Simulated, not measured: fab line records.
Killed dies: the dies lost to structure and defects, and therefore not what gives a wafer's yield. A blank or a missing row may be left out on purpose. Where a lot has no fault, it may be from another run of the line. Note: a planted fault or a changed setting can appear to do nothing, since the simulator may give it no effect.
Split-lot study	flow n5Finfet	7 lots, 21 wafers read, on a route of 1938 steps

SPLIT DETAILS
At N5_PASSIVATION_ETCH_54 (etches SiO2 in CHF3/O2, target depth 880 nm, time 440 s), the setting sourceW was moved away from the recipe's 650 W on 11 of the 21 wafers read, by -13.4% to +12.1%. This setting was run at the recipe's value on the other wafers.

Reading taken at the split's own step.

THE READING
etch.depthNm (the simulator's own value, which no gauge read), in nm, at N5_PASSIVATION_ETCH_54 (etches SiO2 in CHF3/O2, target depth 880 nm, time 440 s). The file gives no usual value for it. Across the 10 wafers here that went through the recipe, the average is 887.0 nm and the standard deviation 14 nm.

wafer	tool, chamber at the split	sourceW as run, W	against the recipe	etch.depthNm, nm	against lot-mates on the recipe
L074.4	rieDiel-02, 3	650	recipe	860.1	-
L074.5	rieDiel-02, 2	650	recipe	888.2	-
L074.6	rieDiel-02, 1	650	recipe	907.7	-
L077.4	rieDiel-01, 2	650	recipe	896.5	-
L077.5	rieDiel-01, 3	563.1	-13.4%	838.4	-58.1
L077.6	rieDiel-01, 0	563.1	-13.4%	859.1	-37.4
L083.2	rieDiel-01, 2	726.4	+11.8%	950.1	+58.5
L083.3	rieDiel-01, 3	650	recipe	891.6	-
L083.6	rieDiel-01, 3	726.4	+11.8%	927.9	+36.3
L087.2	rieDiel-02, 2	613.6	-5.6%	842.1	-55.8
L087.3	rieDiel-02, 0	613.6	-5.6%	857.7	-40.2
L087.4	rieDiel-02, 1	650	recipe	897.9	-
L095.1	rieDiel-01, 1	728.8	+12.1%	937.4	+43.3
L095.3	rieDiel-01, 0	650	recipe	894.1	-
L095.5	rieDiel-01, 1	728.8	+12.1%	929.8	+35.7
L096.3	rieDiel-01, 2	650	recipe	887.2	-
L096.4	rieDiel-01, 1	650	recipe	886	-
L096.5	rieDiel-01, 2	578.6	-11.0%	844.6	-42.0
L097.2	rieDiel-03, 1	650	recipe	861.2	-
L097.3	rieDiel-03, 2	728.8	+12.1%	909.6	+48.4
L097.6	rieDiel-03, 1	728.8	+12.1%	900.2	+39.0

THE FIT
A straight line over all 21 wafers: etch.depthNm changes by +3.37 nm for each +1% of sourceW; r = +0.87; the points scatter about the line by 16 nm.
The same after taking each lot's own level away (the mean of its wafers on the recipe; 21 wafers): +3.9 nm for each +1%; r = +0.93; scatter 13 nm.
The reading moves by 52 nm for the largest change in sourceW, on that fit.
From 861.20 to 897.90 nm: that is the span of the lots' own levels, equal to 2.5 times the standard deviation above.
So the lot-to-lot level changes the slope: the two fits differ.
Check: for one of the wafers moved furthest among these (-13.4%), held out of the fit, the line's prediction against its lot-mates is -54.3 nm. It came out at -58.1 nm against them.

FURTHER SPLITS ON THESE WAFERS
These wafers also went through other splits before the reading. Each is held against what the fit with the lots' levels taken away leaves over:
other split on the same wafers	wafers away from the commonest value	r with etch.depthNm (lot level and that fit taken away)
N5_BEOL_M11_TRENCH_ETCH_37 timeS	7	+0.07
N5_BEOL_M11_CURE_72 timeS	9	-0.07
N5_BEOL_M13_COAT_04 spinRpm	8	-0.23
N5_BEOL_M13_ETCH_59 timeS	8	+0.12
N5_BEOL_M13_SPUTTER_43 timeS	4	-0.42
N5_BEOL_M15_ETCH_59 timeS	8	+0.09
N5_BEOL_M15_COAT_56 spinRpm	7	-0.34
N5_MIM_BOT_SPUTTER_00 timeS	7	+0.19
N5_MIM_TOP_SPUTTER_03 powerW	4	-0.14
N5_PASSIVATION_VIA_ETCH_13 sourceW	9	-0.09
N5_PASSIVATION_PASS_ETCH_47 timeS	6	+0.04

THE WHOLE CHAIN: every reading that the file lists as answering this split, in the file's order
step	what it does	reading	change (the file's fit)	r (the file's)
N5_PASSIVATION_ETCH_54	etches SiO2 in CHF3/O2, target depth 880 nm, time 440 s	PASSIVATION.featureDepthNm (the simulator's own value, which no gauge read)	+3.85 nm for each +1% of the setting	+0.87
N5_PASSIVATION_ETCH_54	etches SiO2 in CHF3/O2, target depth 880 nm, time 440 s	etch.depthNm (the simulator's own value, which no gauge read)	+3.85 nm for each +1% of the setting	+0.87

FILE'S OWN FIT
etch.depthNm changes by +3.85 nm for each +1% of sourceW, r = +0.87.
